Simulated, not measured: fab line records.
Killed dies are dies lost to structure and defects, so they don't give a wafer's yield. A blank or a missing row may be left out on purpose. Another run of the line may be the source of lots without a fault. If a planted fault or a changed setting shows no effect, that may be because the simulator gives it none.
Matching of chambers	flow nand-harc	rie-diel-04 running NHARC_P_CONTACT_ETCH_35: 4 sister chambers
The step etches the open film in CF4, target depth 39 nm, time 65 s. 14 wafers are shown with their chamber, then 7 later ones without.

== WAFERS, EACH WITH ITS CHAMBER ==
wafer	chamber	showerhead-plenum-p-Torr (Torr)	drypump-motor-current-A (A)	rf-vpp-V (V)
L747.1	2	1.89	6.5	151.9
L747.3	1	1.68	5.1	150.8
L747.5	0	1.82	4.9	152.8
L749.2	3	1.76	5.6	151.3
L749.3	1	1.68	5.0	149.4
L749.6	3	1.75	5.6	148.9
L750.2	0	1.82	4.9	151.5
L750.4	2	1.89	6.5	153.0
L750.5	2	1.89	6.6	153.5
L751.2	0	1.82	4.9	153.0
L751.4	3	1.75	5.6	151.8
L751.6	1	1.68	5.1	149.6
L756.1	0	1.82	4.9	151.2
L756.2	2	1.89	6.5	152.1

SIGNATURES, as means of the wafers listed above
reading	chamber 0	chamber 1	chamber 2	chamber 3	scatter within a chamber
showerhead-plenum-p-Torr	1.8200	1.6800	1.8900	1.7533	0.00258
drypump-motor-current-A	4.900	5.067	6.525	5.600	0.0376
rf-vpp-V	152.125	149.933	152.625	150.667	1.01
Rule: a wafer lies at a distance from a chamber equal to the root of the sum of squares, over the readings, of (its reading less the chamber's mean, divided by the reading's scatter). If the next closest chamber is less than 2 further off than the closest, the wafer can't be placed; otherwise it belongs to the closest. The scatter is the square root of a quotient: the sum, over the shown wafers, of each reading's squared deviation from its chamber's mean, divided by wafers minus chambers.

== WAFERS WITH NO CHAMBER GIVEN ==
wafer	showerhead-plenum-p-Torr (Torr)	drypump-motor-current-A (A)	rf-vpp-V (V)
L756.3	1.75	5.6	151.5
L758.1	1.68	5.1	149.8
L758.2	1.89	6.5	153.2
L758.5	1.68	5.1	149.9
L765.2	1.68	5.1	151.3
L765.3	1.82	4.9	152.1
L765.6	1.75	5.6	151.0

== THE CHAMBER EACH PASSED THROUGH ==
wafer	from the rows above	in truth
L756.3	3	3
L758.1	1	1
L758.2	2	2
L758.5	1	1
L765.2	1	1
L765.3	0	0
L765.6	3	3
Placed correctly: 7 of 7. Not placeable from these rows: 0. Placed wrongly: 0.
